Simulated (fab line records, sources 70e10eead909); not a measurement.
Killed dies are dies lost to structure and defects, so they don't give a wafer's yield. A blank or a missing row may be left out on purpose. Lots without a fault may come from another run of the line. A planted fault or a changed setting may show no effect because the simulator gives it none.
fab line records | flow nand_harc
record lots=6 wafers=18 last_day=32
route steps=1302 shown P_M2@330 END@1302
lots that met no fault: from a run of the same line without faults
start_h: hours from the record's first day to the start of the lot's first wafer shown | wait_h: hours since the lot's step before | " the same as in the row above | L1.1+2: a row that stands for several wafers | - no value, or no start given | * or withheld: withheld | < > ~ a bound
route shown NAME@n: a module of which the file shows steps, and the number in the route of the first | usual: mean/standard deviation of fault-free wafers | same: alike in all rows | chamber/n: place in a boat | sites: the reading at each site | _std_site: their standard deviation | _edge_site: outer sites' mean less inner sites' | radius_mm: how far each site lies from the wafer's centre | mask NAME#n: copy n | behind: the tool/chamber that last shaped the wafer | hold: why the lot was held/for how many hours/how that ended | device: the transistor (n, p or np) that didn't switch | end of line: the same wafers' tests at the end of the route | a step without rows: its recipe alone | killed: dies lost to structure and defects at the first sort, not the wafer's yield | map: a wafer's dies, x killed, . not, _ none there
set.NAME: the setting as run; set.NAME@STEP: as run at that earlier step | model.NAME: the simulator's own value behind a step, which no gauge read
lots at some steps of the route; a table a step, a row a wafer
services: from which hour (start_h, from the record's first day; less than 0 if before it) a tool's chamber was out of use, for how many hours, and why
## steps
# step NHARC_P_M2_INSPECT_11
# usual raw_defect_count=4.9/2.9
# columns lot.wafer tool chamber start_h wait_h raw_defect_count
L348.3 defect_inspect-01 - 145.23 0.0 8
L348.5 " - " " 5
L348.6 " - " " 5
L354.3 defect_inspect-02 - 197.90 0.0 6
L354.4 " - " " 7
L354.6 " - " " 2
L361.3 defect_inspect-02 - 275.53 0.0 2
L361.5 " - " " 2
L361.6 " - " " 2
L362.1 defect_inspect-01 - 280.96 0.0 2
L362.2 " - " " 5
L362.6 " - " " 2
L364.1 defect_inspect-02 - 306.18 0.0 4
L364.2 " - " " 3
L364.4 " - " " 8
L365.1 defect_inspect-01 - 311.55 0.0 4
L365.3 " - " " 5
L365.6 " - " " 5
# step NHARC_P_M2_DESCUM_14
# recipe time_s=3 o2_flow_sccm=200 ar_flow_sccm=0 bias_power_w=0 chemistry=O2
# step NHARC_P_M2_ETCH_35
# recipe target_depth_a=400 overetch_a=120 time_s=43.94 ion_energy_ev=200 n2_flow_sccm=150 h2_flow_sccm=150 ar_flow_sccm=0 rf_w=400 bias_w=150 chemistry=N2/H2
# usual drypump_motor_current_A=6.0/0.53 mfc_ar_sccm=0.012/0.012 oes_product_au=1.002/0.0067 rf_vpp_V=430.3/2.8 showerhead_plenum_p_Torr=2.04/0.1 throttle_valve_pct=14.170/0.0091
# columns lot.wafer tool chamber start_h wait_h drypump_motor_current_A mfc_ar_sccm oes_product_au rf_hours_counter_h rf_vpp_V showerhead_plenum_p_Torr throttle_valve_pct
L348.3 rie_diel-01 2 145.37 0.1 5.8 0 1.002 4.3 427.0 1.90 14.161
L348.6 " 2 " " 5.8 0 1.003 - 427.4 1.90 14.171
L348.5 " 3 " " 6.6 0.015 1.006 - 434.5 2.20 14.166
L354.3 rie_diel-01 3 198.04 0.1 6.6 0.015 1.000 7.1 435.8 2.20 14.166
L354.4 " 1 " " 6.5 0.006 0.998 7.6 428.9 1.99 14.159
L354.6 " 3 " " 6.6 0.015 1.005 - 434.1 2.20 14.174
L361.3 rie_diel-11 1 275.68 0.1 6.7 0 0.994 0.6 430.7 2.03 14.161
L361.6 " 3 " " 6.5 0.037 1.002 - 431.1 2.09 14.148
L361.5 " 0 " " 5.2 0 0.997 - 432.5 2.08 14.161
L362.2 rie_diel-01 3 281.12 0.1 6.6 0.015 1.006 4.1 434.4 2.20 14.158
L362.1 " 0 " " 5.3 0.016 1.003 4.0 431.9 2.06 14.160
L362.6 " 1 " " 6.4 0.006 1.010 - 429.6 1.99 14.161
L364.1 rie_diel-01 2 306.33 0.1 5.8 0 1.007 5.6 427.4 1.90 14.177
L364.4 " 3 " " 6.6 0.015 1.003 4.4 432.8 2.20 14.182
L364.2 " 0 " " 5.3 0.016 1.005 5.1 431.0 2.06 14.169
L365.1 rie_diel-08 3 311.70 0.1 5.4 0.037 0.998 8.2 431.8 2.07 14.188
L365.3 " 1 " " 5.2 0.039 1.004 7.0 433.9 2.18 14.163
L365.6 " 0 " " 6.0 0.024 0.996 - 427.8 1.90 14.155
# step NHARC_P_M2_ETCH_15
# recipe target_depth_a=1825 time_s=91.2 c4f8_flow_sccm=withheld ar_flow_sccm=400 rf_w=600 bias_w=300 chemistry=C4F8/Ar
# usual oes_product_au=0.954/0.022 rf_vpp_V=440.6/2.9
# columns lot.wafer tool chamber start_h wait_h oes_product_au rf_hours_counter_h rf_vpp_V
L348.3 rie_diel-01 0 - - 0.922 4.6 440.9
L348.5 " 3 " " 0.929 - 444.1
L348.6 " 0 " " 0.928 - 441.8
L354.4 rie_diel-01 0 - - 0.968 7.4 440.5
L354.3 " 2 " " 0.950 7.3 436.3
L354.6 " 1 " " 0.961 - 438.7
L361.3 rie_diel-11 3 - - 0.972 1.1 442.9
L361.6 " 1 " " 0.957 - 439.8
L361.5 " 2 " " 0.954 - 439.5
L362.1 rie_diel-01 2 - - 0.964 4.5 436.3
L362.2 " 3 " " 0.975 4.1 445.1
L362.6 " 2 " " 0.956 - 438.0
L364.2 rie_diel-01 2 - - 0.982 5.7 437.0
L364.4 " 0 " " 0.966 5.1 442.7
L364.1 " 1 " " 0.982 5.6 438.2
L365.1 rie_diel-08 0 - - 0.919 6.9 437.0
L365.3 " 2 " " 0.925 8.4 436.3
L365.6 " 0 " " 0.927 - 437.0
# step NHARC_P_M2_CD_MEAS_16
# usual cd_nm=170.0/0.65
# columns lot.wafer tool chamber start_h wait_h cd_nm
L348.3 cd_sem-02 - 145.60 - 170.2
L348.5 " - " " 169.2
L348.6 " - " " 169.7
L354.3 cd_sem-02 - 198.27 - 169.7
L354.4 " - " " 169.2
L354.6 " - " " 169.3
L361.3 cd_sem-02 - 275.90 - 170.4
L361.5 " - " " 169.6
L361.6 " - " " 170.7
L362.1 cd_sem-03 - 281.33 - 170.1
L362.2 " - " " 170.4
L362.6 " - " " 170.6
L364.1 cd_sem-02 - 306.54 - 170.0
L364.2 " - " " 169.4
L364.4 " - " " 169.5
L365.1 cd_sem-03 - 311.92 - 169.1
L365.3 " - " " 170.5
L365.6 " - " " 170.0
# step NHARC_P_M2_STRIP_18
# recipe power_w=1000 n2_flow_sccm=150 h2_flow_sccm=150 ar_flow_sccm=0 bias_w=0 chemistry=N2/H2
# usual drypump_motor_current_A=5.9/0.54 mfc_ar_sccm=0.014/0.016 oes_product_au=1.002/0.0071 power_w=999.5/2.8 rf_vpp_V=90.7/1 showerhead_plenum_p_Torr=2.04/0.096 throttle_valve_pct=14.170/0.0094
# columns lot.wafer tool chamber start_h wait_h drypump_motor_current_A mfc_ar_sccm oes_product_au power_w rf_hours_counter_h rf_vpp_V showerhead_plenum_p_Torr throttle_valve_pct
L348.3 rie_diel-08 1 145.69 0.1 5.3 0.039 1.002 1003.0 6.2 92.0 2.18 14.164
L348.5 " 0 " " 6.0 0.024 0.984 996.9 - 89.3 1.91 14.174
L348.6 " 1 " " 5.2 0.039 0.997 999.7 - 91.9 2.18 14.187
L354.3 rie_diel-11 2 198.34 0.1 5.8 0 1.015 1001.0 4.4 90.4 1.98 14.152
L354.4 " 1 " " 6.6 0 1.013 1000.3 4.8 89.5 2.03 14.148
L354.6 " 2 " " 5.8 0 1.010 1001.9 - 90.3 1.98 14.156
L361.3 rie_diel-08 3 276.02 0.1 5.4 0.037 1.007 996.0 5.6 91.7 2.07 14.166
L361.5 " 1 " " 5.2 0.039 1.011 1002.5 - 91.7 2.18 14.165
L361.6 " 2 " " 5.5 0 1.004 1002.1 - 92.0 1.91 14.164
L362.1 rie_diel-08 3 281.43 0.1 5.4 0.037 1.001 1001.0 5.8 90.1 2.07 14.168
L362.2 " 1 " " 5.2 0.039 0.996 1000.6 5.5 91.7 2.18 14.178
L362.6 " 2 " " 5.5 0 1.004 997.9 - 90.6 1.91 14.163
L364.4 rie_diel-11 3 306.62 0.1 6.5 0.037 1.007 997.0 2.4 88.4 2.09 14.171
L364.2 " 1 " " 6.7 0 1.000 993.9 2.3 90.4 2.03 14.180
L364.1 " 2 " " 5.8 0 1.001 1002.2 2.4 91.5 1.98 14.172
L365.1 rie_diel-01 0 312.02 0.1 5.4 0.016 1.011 998.1 5.8 90.9 2.06 14.171
L365.3 " 1 " " 6.4 0.006 1.006 999.7 5.9 90.8 1.99 14.164
L365.6 " 0 " " 5.3 0.016 1.015 999.7 - 90.0 2.06 14.162
# step NHARC_P_M2_ETCH_28
# recipe target_depth_a=300 over_etch_frac=0.3 time_s=72.99 ion_energy_ev=150 cf4_flow_sccm=50 n2_flow_sccm=100 ar_flow_sccm=150 rf_w=300 bias_w=100 chemistry=CF4/N2
# usual drypump_motor_current_A=5.9/0.53 mfc_ar_sccm=150.0/0.42 oes_product_au=1.001/0.0071 rf_vpp_V=314.0/2.1 showerhead_plenum_p_Torr=2.62/0.11 throttle_valve_pct=19.793/0.0094
# columns lot.wafer tool chamber start_h wait_h drypump_motor_current_A mfc_ar_sccm oes_product_au rf_hours_counter_h rf_vpp_V showerhead_plenum_p_Torr throttle_valve_pct
L348.3 rie_diel-08 0 - - 6.0 150.2 0.992 5.7 311.1 2.47 19.797
L348.6 " 0 " " 6.0 149.9 0.996 - 311.6 2.47 19.778
L348.5 " 1 " " 5.2 150.5 1.012 - 317.7 2.79 19.819
L354.4 rie_diel-11 1 - - 6.6 150.1 1.001 4.8 314.0 2.62 19.780
L354.3 " 2 " " 5.8 150.1 0.995 4.4 312.5 2.56 19.788
L354.6 " 1 " " 6.6 149.7 1.005 - 313.1 2.62 19.805
L361.3 rie_diel-08 1 - - 5.2 149.8 0.998 5.4 317.9 2.79 19.799
L361.5 " 1 " " 5.2 149.5 0.998 - 316.4 2.79 19.793
L361.6 " 2 " " 5.5 149.5 0.987 - 312.4 2.47 19.786
L362.1 rie_diel-08 0 - - 6.0 150.1 0.995 4.9 310.7 2.47 19.793
L362.2 " 3 " " 5.4 149.0 0.989 5.8 315.0 2.66 19.790
L362.6 " 1 " " 5.2 150.1 0.992 - 316.7 2.79 19.787
L364.4 rie_diel-11 1 - - 6.7 150.1 0.992 2.3 313.8 2.62 19.790
L364.1 " 2 " " 5.8 150.0 1.009 2.4 312.9 2.56 19.801
L364.2 " 0 " " 5.2 150.2 1.012 2.0 315.0 2.68 19.776
L365.1 rie_diel-01 1 - - 6.5 149.4 1.006 6.0 314.4 2.57 19.771
L365.3 " 2 " " 5.8 150.2 0.999 6.1 310.6 2.46 19.782
L365.6 " 0 " " 5.3 148.8 1.012 - 315.9 2.65 19.780
# step NHARC_P_M2_STRIP_19
# recipe time_s=600 temp_c=30 chemistry=post_etch_residue_remover
# step NHARC_P_M2_DEGAS_29
# recipe temp_c=250 time_s=60
# step NHARC_P_M2_PRE_CLEAN_30
# recipe time_s=30 temp_c=280 gas=H2/He
# usual heater_power_w=400/28 susceptor_temp_C=279.99/0.19
# columns lot.wafer tool chamber start_h wait_h heater_power_w susceptor_temp_C
L348.3 pvd_sputter-03 - - - 459 280.02
L348.6 " - " " 447 279.90
L348.5 " - " " 374 280.17
L354.3 pvd_sputter-03 - - - 377 279.83
L354.4 " - " " 389 280.07
L354.6 " - " " 452 279.92
L361.3 pvd_sputter-02 - - - 370 279.81
L361.5 " - " " 416 280.08
L361.6 " - " " 379 280.05
L362.2 pvd_sputter-03 - - - 384 279.88
L362.1 " - " " 411 280.10
L362.6 " - " " 386 279.97
L364.2 pvd_sputter-02 - - - 426 279.78
L364.4 " - " " 401 280.04
L364.1 " - " " 370 279.82
L365.3 pvd_sputter-02 - - - 389 -
L365.1 " - " " 375 -
L365.6 " - " " 407 -
# step NHARC_P_M2_PVD_20
# recipe target_thk_a=50 bias_v=168.6 power_w=15000 chamber_pressure_pa=0.12 time_s=8.06 substrate_temp_c=50 material=TaN
# step NHARC_P_M2_PVD_21
# recipe target_thk_a=300 chamber_pressure_pa=5 power_w=5000 substrate_temp_c=30 time_s=20.49 material=Cu
# step NHARC_P_M2_ECD_22
# recipe target_thk_a=4000 bath_temp_c=25 material=Cu
# columns lot.wafer tool chamber start_h wait_h
L348.3+5+6 ecd_cu-01 0,1,0 146.82 -
L354.4+3+6 ecd_cu-01 0,1,0 199.44 -
L361.3+5+6 ecd_cu-02 0,0,1 277.10 -
L362.2+1+6 ecd_cu-01 1,0,0 282.44 -
L364.2+1+4 ecd_cu-02 0,1,0 307.62 -
L365.1+3+6 ecd_cu-01 1 313.00 -
# step NHARC_P_M2_ANNEAL_31
# recipe temp_c=225 time_s=90
# step NHARC_P_M2_CMP_23
# recipe t_overpolish_s=20 target_thk_nm=144.3
# usual motor_current_A=12.0/1.1 time_to_endpoint_s=28.6/2
# columns lot.wafer tool chamber start_h wait_h motor_current_A time_to_endpoint_s
L348.3 cmp-01 3 147.56 - 13.3 33.5
L348.5 " 2 " " 13.7 30.1
L348.6 " 3 " " 13.0 31.8
L354.3 cmp-04 0 200.06 - 10.9 24.2
L354.4 " 2 " " 11.9 23.5
L354.6 " 0 " " 11.8 27.5
L361.3 cmp-01 1 277.79 - 12.2 28.1
L361.6 " 1 " " 12.9 27.5
L361.5 " 2 " " 13.9 28.6
L362.2 cmp-01 2 283.17 - 13.6 27.0
L362.1 " 3 " " 13.3 17.0
L362.6 " 2 " " 13.4 16.6
L364.1 cmp-01 0 308.34 - 11.8 27.2
L364.4 " 1 " " 12.5 28.3
L364.2 " 3 " " 13.3 29.1
L365.1 cmp-04 3 313.72 - 11.1 19.5
L365.3 " 1 " " 11.3 29.7
L365.6 " 3 " " 11.5 20.1
# step NHARC_P_M2_THK_MEAS_24
# recipe thk_meas_gauge=xrf
# usual thk_nm=144.0/1.3
# columns lot.wafer tool chamber start_h wait_h thk_nm
L348.3 film_metro-02 - 147.84 - 141.8
L348.5 " - " " 142.9
L348.6 " - " " 144.7
L354.3 film_metro-02 - 200.37 - 143.1
L354.4 " - " " 142.6
L354.6 " - " " 144.9
L361.3 film_metro-02 - 278.10 - 146.0
L361.5 " - " " 143.5
L361.6 " - " " 143.3
L362.1 film_metro-01 - 283.48 - 143.5
L362.2 " - " " 142.6
L362.6 " - " " 144.9
L364.1 film_metro-02 - 308.65 - 143.1
L364.2 " - " " 145.2
L364.4 " - " " 142.9
L365.1 film_metro-02 - 314.03 - 143.3
L365.3 " - " " 143.4
L365.6 " - " " 143.6
# step NHARC_END_SORT_01
# recipe temp_c=25
# usual defect_limited_yield=91.9/2.7 killed_at_array=50/18 killed_at_other=0.8/1.1 killed_at_periphery=4.1/2.9 killed_dies=55/18 killed_open=3.5/1.9 killed_short=2.4/1.5 sort_bin_2_pct=2.8/1.2 sort_bin_3_pct=0.6/0.37 sort_bin_4_pct=4.7/1.5 sort_n_pass=622/18 sort_rim_yield_pct=90/4.4 sort_yield_pct=91.9/2.7
# same gross_dies=677 sort_bin_5_pct[%]=0 sort_bin_6_pct[%]=0 sort_bin_7_pct[%]=0 sort_bin_8_pct[%]=0 sort_rim_n_gross=106.00
# columns lot.wafer tool chamber start_h wait_h defect_limited_yield[%] killed_at_array killed_at_other killed_at_periphery killed_dies killed_open killed_short sort_bin_2_pct[%] sort_bin_3_pct[%] sort_bin_4_pct[%] sort_n_pass sort_rim_yield_pct[%] sort_yield_pct[%]
L348.3 prober-01 0 593.39 3.1 93.4 36 0 9 45 1 3 2.1 0.3 4.3 632 95 93.4
L348.5 prober-01 0 595.00 3.7 94.5 33 1 3 37 2 2 1.8 0.1 3.5 640 92 94.5
L348.6 prober-01 0 595.80 4.0 95.1 32 0 1 33 1 1 1.8 0.3 2.8 644 92 95.1
L354.3 prober-01 0 648.84 3.1 88.8 71 2 3 76 2 2 4.3 1.6 5.3 601 86 88.8
L354.4 prober-01 0 649.64 3.4 89.7 65 1 4 70 4 0 4.0 0.9 5.5 607 81 89.7
L354.6 prober-01 0 651.25 4.0 90.0 65 1 2 68 3 1 3.8 0.3 5.9 609 82 90.0
L361.3 prober-01 0 720.30 3.1 95.6 29 0 1 30 0 3 1.8 0.3 2.4 647 97 95.6
L361.5 prober-01 0 721.90 3.7 95.0 31 1 2 34 2 2 1.6 0.1 3.2 643 90 95.0
L361.6 prober-01 0 722.70 4.0 94.5 31 0 6 37 6 4 1.5 0.1 3.8 640 96 94.5
L364.1 prober-01 0 746.90 2.5 90.4 58 3 4 65 1 2 3.0 0.4 6.2 612 90 90.4
L364.2 prober-01 0 747.68 2.8 90.1 64 0 3 67 5 2 3.4 0.9 5.6 610 90 90.1
L364.4 prober-01 0 749.24 3.3 91.4 51 1 6 58 3 2 2.8 0.1 5.6 619 86 91.4
L365.1 prober-01 0 754.63 2.5 91.1 57 0 3 60 4 3 2.7 0.9 5.3 617 88 91.1
L365.3 prober-01 0 756.22 3.1 87.4 82 0 3 85 2 3 4.0 0.6 8.0 592 84 87.4
L365.6 prober-01 0 758.60 4.0 90.0 63 0 5 68 3 3 4.0 0.7 5.3 609 89 90.0
# killed by level:class
L348.3 A_SLIT:chamber_film_flake=17 A_CHANNEL_HOLE_D2:chamber_film_flake=10 P_BONDPAD:chamber_film_flake=4 P_STI:chamber_film_flake=2 A_DECK1_JOINT:chamber_film_flake=2 A_CONTACT:chamber_film_flake=2 P_STI:geometric_particle:open=1 P_GATE:geometric_particle:short=1
L348.5 A_SLIT:chamber_film_flake=19 A_CHANNEL_HOLE_D2:chamber_film_flake=7 A_DECK1_JOINT:geometric_particle:short=1 A_ONON_D2:geometric_particle:short=1 A_WL_FILL:geometric_particle:open=1 P_ZERO_WELL:chamber_film_flake=1 P_GATE:chamber_film_flake=1 P_BONDPAD:chamber_film_flake=1
L348.6 A_SLIT:chamber_film_flake=20 A_CHANNEL_HOLE_D2:chamber_film_flake=6 A_CONTACT:chamber_film_flake=2 A_CHANNEL_FILL_D2:geometric_particle:short=1 A_M0:geometric_particle:open=1 P_CONTACT:chamber_film_flake=1 A_CHANNEL_HOLE_D1:chamber_film_flake=1 A_STAIRCASE:chamber_film_flake=1
L354.3 A_CHANNEL_HOLE_D2:chamber_film_flake=29 A_SLIT:chamber_film_flake=26 A_CONTACT:chamber_film_flake=6 A_STAIRCASE:chamber_film_flake=3 A_WL_FILL:chamber_film_flake=3 THIN_TSV:chamber_film_flake=2 P_M0:geometric_particle:open=1 A_ONON_D2:geometric_particle:short=1
L354.4 A_SLIT:chamber_film_flake=27 A_CHANNEL_HOLE_D2:chamber_film_flake=24 A_CONTACT:chamber_film_flake=5 A_CHANNEL_HOLE_D1:chamber_film_flake=4 A_M0:geometric_particle:open=2 P_STI:chamber_film_flake=2 P_CONTACT:chamber_film_flake=2 A_CHANNEL_FILL_D2:geometric_particle:open=1
L354.6 A_SLIT:chamber_film_flake=27 A_CHANNEL_HOLE_D2:chamber_film_flake=25 A_WL_FILL:chamber_film_flake=4 A_CHANNEL_HOLE_D1:chamber_film_flake=2 A_CONTACT:chamber_film_flake=2 P_M0:geometric_particle:short=1 A_ONON_D2:geometric_particle:open=1 A_CHANNEL_FILL_D2:geometric_particle:open=1
L361.3 A_CONTACT:chamber_film_flake=7 A_CHANNEL_HOLE_D1:chamber_film_flake=6 A_SLIT:chamber_film_flake=5 A_STAIRCASE:chamber_film_flake=3 A_DECK1_JOINT:chamber_film_flake=3 A_SGD_CUT:geometric_particle:short=1 A_WL_FILL:geometric_particle:short=1 A_M0:geometric_particle:short=1
L361.5 A_CONTACT:chamber_film_flake=10 A_CHANNEL_HOLE_D1:chamber_film_flake=6 A_SLIT:chamber_film_flake=4 A_DECK1_JOINT:chamber_film_flake=3 A_SOURCE_PLATE:geometric_particle:short=1 A_CHANNEL_HOLE_D2:geometric_particle:short=1 A_WL_FILL:geometric_particle:open=1 A_BONDPAD:geometric_particle:open=1
L361.6 A_CONTACT:chamber_film_flake=10 A_CHANNEL_HOLE_D1:chamber_film_flake=7 A_DECK1_JOINT:chamber_film_flake=4 P_GATE:geometric_particle:open=3 A_STAIRCASE:chamber_film_flake=3 P_ZERO_WELL:chamber_film_flake=2 P_STI:geometric_particle:short=1 A_DECK1_JOINT:geometric_particle:short=1
L364.1 A_SLIT:chamber_film_flake=39 A_CHANNEL_HOLE_D1:chamber_film_flake=10 A_CONTACT:chamber_film_flake=6 THIN_TSV:chamber_film_flake=3 P_BONDPAD:chamber_film_flake=2 P_M2:geometric_particle:open=1 A_ONON_D1:geometric_particle:short=1 A_SGD_CUT:geometric_particle:short=1
L364.2 A_SLIT:chamber_film_flake=32 A_CHANNEL_HOLE_D1:chamber_film_flake=12 A_CONTACT:chamber_film_flake=11 A_STAIRCASE:chamber_film_flake=3 A_CHANNEL_FILL_D1:geometric_particle:open=2 P_M1:geometric_particle:short=1 A_ONON_D2:geometric_particle:open=1 A_CHANNEL_FILL_D2:geometric_particle:open=1
L364.4 A_SLIT:chamber_film_flake=28 A_CHANNEL_HOLE_D1:chamber_film_flake=12 A_CONTACT:chamber_film_flake=5 P_STI:chamber_film_flake=4 P_M0:geometric_particle:open=1 A_ONON_D1:geometric_particle:short=1 A_ONON_D1:geometric_particle:open=1 A_CHANNEL_FILL_D1:geometric_particle:open=1
L365.1 A_SLIT:chamber_film_flake=21 A_CHANNEL_HOLE_D2:chamber_film_flake=11 A_CHANNEL_HOLE_D1:chamber_film_flake=10 A_CONTACT:chamber_film_flake=4 A_WL_FILL:chamber_film_flake=3 A_CHANNEL_FILL_D2:geometric_particle:open=2 A_STAIRCASE:chamber_film_flake=2 P_M0:geometric_particle:open=1
L365.3 A_SLIT:chamber_film_flake=30 A_CHANNEL_HOLE_D2:chamber_film_flake=17 A_CHANNEL_HOLE_D1:chamber_film_flake=14 A_STAIRCASE:chamber_film_flake=8 A_CONTACT:chamber_film_flake=3 A_WL_FILL:chamber_film_flake=3 A_M1:chamber_film_flake=2 P_CONTACT:geometric_particle:short=1
L365.6 A_SLIT:chamber_film_flake=23 A_CHANNEL_HOLE_D2:chamber_film_flake=19 A_CHANNEL_HOLE_D1:chamber_film_flake=7 A_WL_FILL:chamber_film_flake=3 A_CONTACT:chamber_film_flake=3 A_BONDPAD:chamber_film_flake=2 P_CONTACT:geometric_particle:short=1 P_M0:geometric_particle:open=1
## services
# columns tool chamber start_h hours kind
cmp-01 - 134.93 1.0 repair
ecd_cu-02 - 146.10 2.9 repair
rie_diel-08 0 146.46 8.0 repair
pvd_sputter-03 - 153.83 7.6 repair
ecd_cu-01 - 160.00 8.0 pm
pvd_sputter-03 - 170.00 10.0 pm
pvd_sputter-02 - 182.06 2.1 repair
cmp-01 - 185.50 4.0 pm
rie_diel-11 3 189.06 3.3 repair
rie_diel-08 - 190.80 9.0 pm
cmp-01 - 199.50 0.4 repair
rie_diel-01 - 203.83 9.0 pm
cmp-01 - 208.58 2.7 repair
pvd_sputter-03 - 222.02 7.3 repair
ecd_cu-01 - 236.31 1.6 repair
rie_diel-11 - 255.50 9.0 pm
rie_diel-08 - 261.46 0.5 repair
rie_diel-11 3 266.48 2.5 repair
cmp-01 - 278.75 1.0 repair
pvd_sputter-02 - 282.00 10.0 pm
cmp-01 - 283.50 4.0 pm
rie_diel-01 - 292.44 0.5 repair
rie_diel-01 3 295.00 7.8 repair
rie_diel-11 0 295.06 4.9 repair
## key
first_sign step=NHARC_P_M2_CMP_23 reading=time_to_endpoint_s direction=down sigmas=5.1 usual=* struck=*
effect none on later readings
met_at NHARC_P_M2_ECD_22
struck_wafers L362.1,L362.6,L365.1,L365.6
sort_left_out L362.1,L362.6
onset_between 199.44 282.44
fault kind=process_parameter_drift tool=ecd_cu-01 chamber=- onset_h=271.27 steps=NHARC_P_M2_ECD_22 channel=target_thk_a offset=* shape=step end_h=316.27 scope=struck_wafers_only acts_in=* stated=*
# sort_left_out: the simulated sort isn't trusted on such a fault, so these wafers' sort isn't shown, and their yield isn't known
